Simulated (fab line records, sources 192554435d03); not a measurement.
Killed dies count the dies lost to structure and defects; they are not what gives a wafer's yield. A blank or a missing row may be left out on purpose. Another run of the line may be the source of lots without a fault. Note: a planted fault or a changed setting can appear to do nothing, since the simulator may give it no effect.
Split-lot study    flow n5_finfet    21 wafers read from 7 lots, route of 1938 steps

## SPLIT DETAILS
At N5_BEOL_M1_ETCH_64 (etches SOC in N2/H2, target depth 75 nm, overetch 15 nm, time 112.5 s), the setting source_w was moved away from the recipe's 840 W on 5 of the 21 wafers read, by -16.4% to +14.2%. This setting was run at the recipe's value on the other wafers.

The reading comes from the split's own step.

## THE READING
rf_vpp_V, in V, at N5_BEOL_M1_ETCH_64 (etches SOC in N2/H2, target depth 75 nm, overetch 15 nm, time 112.5 s). A value of 522.8 V with a standard deviation of 1.8 V is what fault-free wafers of this fab line usually give.

wafer   tool, chamber at the split  source_w as run, W  against the recipe  rf_vpp_V, V  against lot-mates on the recipe
L081.2  rie_diel-01, 2              840                 recipe              522.1        -
L081.3  rie_diel-01, 0              840                 recipe              524.0        -
L081.6  rie_diel-01, 3              840                 recipe              520.6        -
L082.2  rie_diel-05, 3              840                 recipe              525.8        -
L082.3  rie_diel-05, 1              840                 recipe              525.4        -
L082.5  rie_diel-05, 2              914.8               +8.9%               509.4        -16.2
L088.1  rie_diel-03, 3              840                 recipe              522.9        -
L088.4  rie_diel-03, 0              702.3               -16.4%              555.9        +33.6
L088.5  rie_diel-03, 0              840                 recipe              521.7        -
L087.1  rie_diel-03, 1              937.4               +11.6%              503.6        -18.9
L087.3  rie_diel-03, 3              840                 recipe              522.6        -
L087.5  rie_diel-03, 3              840                 recipe              522.4        -
L089.3  rie_diel-01, 3              840                 recipe              522.0        -
L089.4  rie_diel-01, 0              840                 recipe              522.8        -
L089.5  rie_diel-01, 1              955.1               +13.7%              497.5        -24.9
L092.2  rie_diel-01, 3              840                 recipe              521.1        -
L092.5  rie_diel-01, 3              840                 recipe              521.7        -
L092.6  rie_diel-01, 0              959.5               +14.2%              500.5        -20.9
L096.3  rie_diel-03, 1              840                 recipe              520.7        -
L096.4  rie_diel-03, 0              840                 recipe              522.6        -
L096.5  rie_diel-03, 3              840                 recipe              522.5        -

THE FIT
A straight line over all 21 wafers: rf_vpp_V changes by -1.79 V for each +1% of source_w; r = -0.99; the points scatter about the line by 1.8 V.
The same after taking each lot's own level away (the mean of its wafers on the recipe; 21 wafers): -1.8 V for each +1%; r = -0.99; scatter 1.6 V.
On that fit, the largest move of source_w shifts the reading by 29 V.
The span of the lots' own levels, 521.40 to 525.60 V, comes to 2.3 times the standard deviation stated above.
The two slopes agree, so the slope changes little with the lot-to-lot level.
Check: +27.1 V against its lot-mates is what the line predicts for one of the wafers moved furthest among these (-16.4%) when that wafer is left out of the fit. Against them it came out at +33.6 V.
Tool readings at the split's step, against how far the setting was moved: rf_vpp_V r = -0.99.

## FURTHER SPLITS ON THESE WAFERS
Note: prior to the reading, these wafers also went through further splits. Each is held against what the fit with the lots' levels taken away leaves over:
other split on the same wafers     wafers away from the commonest value  r with rf_vpp_V (lot level and that fit taken away)
N5_BEOL_M0_CUTY_EXPOSE_54 dose_mj  7                                     -0.09
N5_BEOL_M0_ETCH_138 source_w       4                                     -0.15

## FILE'S OWN FIT
rf_vpp_V changes by -1.78 V for each +1% of source_w, r = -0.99.
